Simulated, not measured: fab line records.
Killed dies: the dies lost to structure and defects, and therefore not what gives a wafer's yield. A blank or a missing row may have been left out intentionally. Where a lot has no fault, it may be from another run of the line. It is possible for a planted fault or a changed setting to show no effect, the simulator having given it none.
Which tool did it? + flow n5Finfet + 10 lots with 28 wafers sampled at 5 steps, on a route of 1938 steps

WHAT EACH GAUGE READ, for each wafer
N5_BEOL_M0_SAQP_OVL_MEAS_41. Usual: M0_CUT1_OVL typically reads -0.1 nm, with standard deviation 0.68.
| lot  | measured     | on         | M0_CUT1_OVL (nm) | flag |
|------|--------------|------------|------------------|------|
| L294 | day 5 20:14  | overlay-02 | -0.2 0.3 -0.5    |      |
| L295 | day 6 01:22  | overlay-01 | 0.7 -0.5 0.4     |      |
| L296 | day 6 08:20  | overlay-02 | -1.3 -1.3        |      |
| L304 | day 8 06:13  | overlay-02 | 0.8 0.6 0.9      |      |
| L305 | day 8 12:19  | overlay-02 | -0.8 -0.5 -0.5   |      |
| L306 | day 9 00:35  | overlay-01 | 0.3 0.8          |      |
| L308 | day 9 07:03  | overlay-02 | 0.9 -0.2 0.3     |      |
| L311 | day 9 21:25  | overlay-02 | -1.8 0.0 -0.5    |      |
| L316 | day 11 06:14 | overlay-02 | -0.6 -0.1 -0.3   |      |
| L317 | day 11 09:24 | overlay-01 | -0.4 -0.2 0.5    |      |

N5_BEOL_M4_RC_MEAS_101. Usual: DIBL_N 36.3 mV/V, standard deviation 1.7; DIBL_P 36.0 mV/V, standard deviation 1.9; IOFF_N 0.156 nA/um, standard deviation 0.028; IOFF_P 0.21 nA/um, standard deviation 0.036; ION_N 675 uA/um, standard deviation 11; ION_P 463 uA/um, standard deviation 7.8; SS_N 71.6 mV/dec, standard deviation 0.59; SS_P 73.2 mV/dec, standard deviation 0.63; VT_N 250 mV, standard deviation 3.1; VT_P -251 mV, standard deviation 3.4.
| lot  | measured     | on        | DIBL_N (mV/V)  | DIBL_P (mV/V)  | IOFF_N (nA/um)    | IOFF_P (nA/um) | ION_N (uA/um) | ION_P (uA/um) | SS_N (mV/dec)  | SS_P (mV/dec)  | VT_N (mV)   | VT_P (mV)      | flag |
|------|--------------|-----------|----------------|----------------|-------------------|----------------|---------------|---------------|----------------|----------------|-------------|----------------|------|
| L294 | day 7 17:58  | prober-02 | 32.5 34.3 35.5 | 34.3 35.3 36.1 | 0.114 0.124 0.148 | 0.16 0.17 0.19 | 661 671 671   | 455 459 457   | 71.2 71.5 72.2 | 72.2 72.8 73.0 | 252 251 248 | -255 -252 -252 |      |
| L295 | day 8 00:58  | prober-02 | 38.5 36.1 36.6 | 37.8 35.7 36.2 | 0.187 0.158 0.158 | 0.21 0.18 0.18 | 682 674 679   | 458 456 460   | 71.5 71.3 71.3 | 73.8 73.2 73.7 | 246 247 248 | -252 -253 -253 |      |
| L296 | day 8 07:28  | prober-01 | 36.3 35.4      | 36.5 36.5      | 0.166 0.161       | 0.22 0.21      | 681 682       | 471 468       | 72.3 72.3      | 73.6 72.4      | 250 246     | -249 -252      |      |
| L304 | day 10 11:14 | prober-02 | 32.8 35.2 35.2 | 32.7 34.5 36.2 | 0.098 0.137 0.135 | 0.14 0.15 0.18 | 642 668 683   | 443 450 463   | 70.1 71.6 70.9 | 72.1 71.6 72.6 | 258 250 252 | -257 -257 -253 |      |
| L305 | day 10 14:10 | prober-01 | 36.4 35.6 37.5 | 35.7 34.7 35.7 | 0.143 0.124 0.168 | 0.19 0.17 0.19 | 666 661 674   | 454 454 457   | 71.9 70.9 72.2 | 73.5 73.0 73.5 | 252 256 251 | -253 -257 -255 |      |
| L306 | day 11 05:25 | prober-02 | 34.0 34.4      | 32.4 34.6      | 0.127 0.136       | 0.17 0.20      | 656 670       | 457 470       | 70.6 71.2      | 72.5 73.0      | 253 252     | -252 -252      |      |
| L308 | day 11 08:19 | prober-02 | 36.5 36.7 38.2 | 37.7 37.9 39.8 | 0.165 0.153 0.193 | 0.19 0.19 0.23 | 676 670 677   | 454 458 462   | 72.8 71.7 71.7 | 72.5 73.7 73.6 | 252 251 246 | -251 -252 -251 |      |
| L311 | day 11 21:04 | prober-02 | 34.7 34.9 35.6 | 35.2 35.9 35.2 | 0.133 0.141 0.151 | 0.18 0.19 0.18 | 671 669 667   | 453 463 458   | 71.5 71.5 71.8 | 73.1 73.3 73.2 | 253 252 254 | -251 -254 -253 |      |
| L316 | day 13 15:16 | prober-01 | 32.7 35.5 33.7 | 32.4 37.1 34.0 | 0.120 0.155 0.130 | 0.14 0.19 0.16 | 667 666 675   | 453 458 455   | 71.0 71.5 70.1 | 72.6 73.3 72.8 | 255 254 254 | -255 -253 -254 |      |
| L317 | day 14 08:04 | prober-01 | 39.5 36.5 41.0 | 37.7 35.5 40.2 | 0.194 0.142 0.249 | 0.27 0.22 0.32 | 682 667 689   | 475 466 478   | 71.8 71.1 72.7 | 74.2 72.7 74.6 | 247 250 242 | -243 -247 -245 |      |

EACH LOT AND THE TOOL THAT RAN IT (in order: tool; ch and the chambers of the sampled wafers; start)
| lot  | N5_BEOL_M0_SAQP_MANDREL1_REMOVE_100 | N5_BEOL_M0_SAQP_EXPOSE_37        | N5_BEOL_M0_SAQP_CUT_ETCH_46       |
|------|-------------------------------------|----------------------------------|-----------------------------------|
| L294 | rieSi-03 ch 2,3, day 5 17:04        | euvScanner-02 ch 0, day 5 20:04  | rieDiel-03 ch 0,1,2, day 5 20:25  |
| L295 | rieSi-02 ch 1,3, day 5 22:59        | euvScanner-01 ch 0, day 6 01:11  | rieDiel-06 ch 0,1,3, day 6 01:31  |
| L296 | rieSi-02 ch 0,2, day 6 05:53        | euvScanner-02 ch 0, day 6 08:11  | rieDiel-06 ch 0, day 6 08:35      |
| L304 | rieSi-04 ch 1,2,3, day 8 03:31      | euvScanner-02 ch 0, day 8 06:03  | rieDiel-06 ch 0,2,3, day 8 06:28  |
| L305 | rieSi-04 ch 2,3, day 8 09:53        | euvScanner-01 ch 0, day 8 12:10  | rieDiel-04 ch 0,2,3, day 8 12:58  |
| L306 | rieSi-02 ch 2, day 8 22:21          | euvScanner-01 ch 0, day 9 00:25  | rieDiel-03 ch 0,3, day 9 00:46    |
| L308 | rieSi-02 ch 1,2,3, day 9 04:43      | euvScanner-02 ch 0, day 9 06:53  | rieDiel-03 ch 1,2,3, day 9 07:14  |
| L311 | rieSi-02 ch 1,2,3, day 9 19:13      | euvScanner-01 ch 0, day 9 21:15  | rieDiel-03 ch 1,2,3, day 9 21:35  |
| L316 | rieSi-03 ch 0,2,3, day 11 03:55     | euvScanner-02 ch 0, day 11 06:05 | rieDiel-04 ch 0,1,3, day 11 06:25 |
| L317 | rieSi-02 ch 2,3, day 11 06:52       | euvScanner-02 ch 0, day 11 09:14 | rieDiel-03 ch 2,3, day 11 09:34   |
- N5_BEOL_M0_SAQP_MANDREL1_REMOVE_100: chemistry HBr/Cl2/O2, target a-Si, stops on SiNx, bt time 10 s.
- N5_BEOL_M0_SAQP_EXPOSE_37: exposes mask M0 CUT1, target cd 30 nm.
- N5_BEOL_M0_SAQP_CUT_ETCH_46: etches SOC in N2/H2, target depth 135 nm, overetch 27 nm, time 202.5 s.

WHAT THE TOOLS THEMSELVES READ (means of the sampled wafers that have a number; where no wafer has one, the mark that the record gives instead)
N5_BEOL_M0_SAQP_MANDREL1_REMOVE_100. Usual: drypumpMotorCurrentA 5.8 A, standard deviation 0.42; oesProductAu 1.003 a.u., standard deviation 0.012; throttleValvePct 36.8 %, standard deviation 0.38.
| lot  | tool     | drypumpMotorCurrentA (A) | oesProductAu (a.u.) | throttleValvePct (%) | flag |
|------|----------|--------------------------|---------------------|----------------------|------|
| L294 | rieSi-03 | 5.6                      | 1.009               | 36.8                 |      |
| L295 | rieSi-02 | 6.1                      | 0.997               | 37.0                 |      |
| L296 | rieSi-02 | 6.1                      | 1.003               | 36.3                 |      |
| L304 | rieSi-04 | 5.7                      | 0.993               | 37.0                 |      |
| L305 | rieSi-04 | 6.0                      | 0.997               | 36.8                 |      |
| L306 | rieSi-02 | 6.0                      | 1.004               | 36.3                 |      |
| L308 | rieSi-02 | 6.0                      | 1.010               | 36.8                 |      |
| L311 | rieSi-02 | 6.0                      | 0.997               | 36.8                 |      |
| L316 | rieSi-03 | 5.6                      | 1.004               | 36.6                 |      |
| L317 | rieSi-02 | 6.3                      | 1.000               | 36.5                 |      |

N5_BEOL_M0_SAQP_EXPOSE_37. Usual: 44.76 for exposureDoseMJCm2, sd 0.048.
| lot  | tool          | exposureDoseMJCm2 | flag |
|------|---------------|-------------------|------|
| L294 | euvScanner-02 | 44.73             |      |
| L295 | euvScanner-01 | 44.75             |      |
| L296 | euvScanner-02 | 44.70             |      |
| L304 | euvScanner-02 | 44.73             |      |
| L305 | euvScanner-01 | 44.78             |      |
| L306 | euvScanner-01 | 44.82             |      |
| L308 | euvScanner-02 | 44.73             |      |
| L311 | euvScanner-01 | 44.80             |      |
| L316 | euvScanner-02 | 45.44             | OFF  |
| L317 | euvScanner-02 | 45.36             | OFF  |

N5_BEOL_M0_SAQP_CUT_ETCH_46. Usual: drypumpMotorCurrentA 5.7 A, standard deviation 0.54; rfVppV 525 V, standard deviation 3.1; showerheadPlenumPTorr 2.60 Torr, standard deviation 0.1; throttleValvePct 17.77 %, standard deviation 0.25.
| lot  | tool       | drypumpMotorCurrentA (A) | rfVppV (V) | showerheadPlenumPTorr (Torr) | throttleValvePct (%) | flag |
|------|------------|--------------------------|------------|------------------------------|----------------------|------|
| L294 | rieDiel-03 | 5.5                      | 523        | 2.49                         | 17.88                |      |
| L295 | rieDiel-06 | 6.2                      | 526        | 2.61                         | 17.81                |      |
| L296 | rieDiel-06 | 5.9                      | 526        | 2.62                         | 17.63                |      |
| L304 | rieDiel-06 | 5.8                      | 524        | 2.56                         | 17.56                |      |
| L305 | rieDiel-04 | 5.8                      | 526        | 2.63                         | 17.66                |      |
| L306 | rieDiel-03 | 6.1                      | 529        | 2.71                         | 17.63                |      |
| L308 | rieDiel-03 | 5.6                      | 525        | 2.59                         | 17.95                |      |
| L311 | rieDiel-03 | 5.6                      | 525        | 2.59                         | 17.97                |      |
| L316 | rieDiel-04 | 5.5                      | 525        | 2.59                         | 17.59                |      |
| L317 | rieDiel-03 | 5.5                      | 522        | 2.50                         | 17.92                |      |

THE ANSWER, worked out from the rows above alone
Rule: a lot counts as off when the mean over its wafers that have a number is more than 3 standard deviations away from the usual mean. A lot without any number at a reading at which 4 lots or more have one is off too. The other lots that the step has rows for count as sound. Order of review: gauges by route order, followed by the tools' own readings, for which a lot's mean as printed above is used. The first step at which some lot is off is used, and at that step the reading that is off furthest; a lot without a number counts as furthest.
Off: L316, L317 (N5_BEOL_M0_SAQP_EXPOSE_37, exposureDoseMJCm2).
A tool fits if, at that step or a process step before it, it ran every lot that is off, and no sound lot after the first of them. One fits: euvScanner-02 at N5_BEOL_M0_SAQP_EXPOSE_37. A fault onset in the window from L308 (day 9 06:53, its last sound lot) to L316 (day 11 06:05, its first lot off) fits.
The tool's own readings at N5_BEOL_M0_SAQP_EXPOSE_37 bear it out: on the lots that are off they differ by more than 5 times the standard deviation of the sound lots' means. exposureDoseMJCm2 reads 45.40 there against 44.75 on the sound lots.

WHAT THE SIMULATOR HAD INSERTED
Process parameter drift: euvScanner-02, from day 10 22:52 on, at N5_BEOL_M0_SAQP_EXPOSE_37. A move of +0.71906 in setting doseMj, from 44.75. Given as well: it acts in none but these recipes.
Shown lots that were struck: L316, L317. This agrees with what the rule above found.
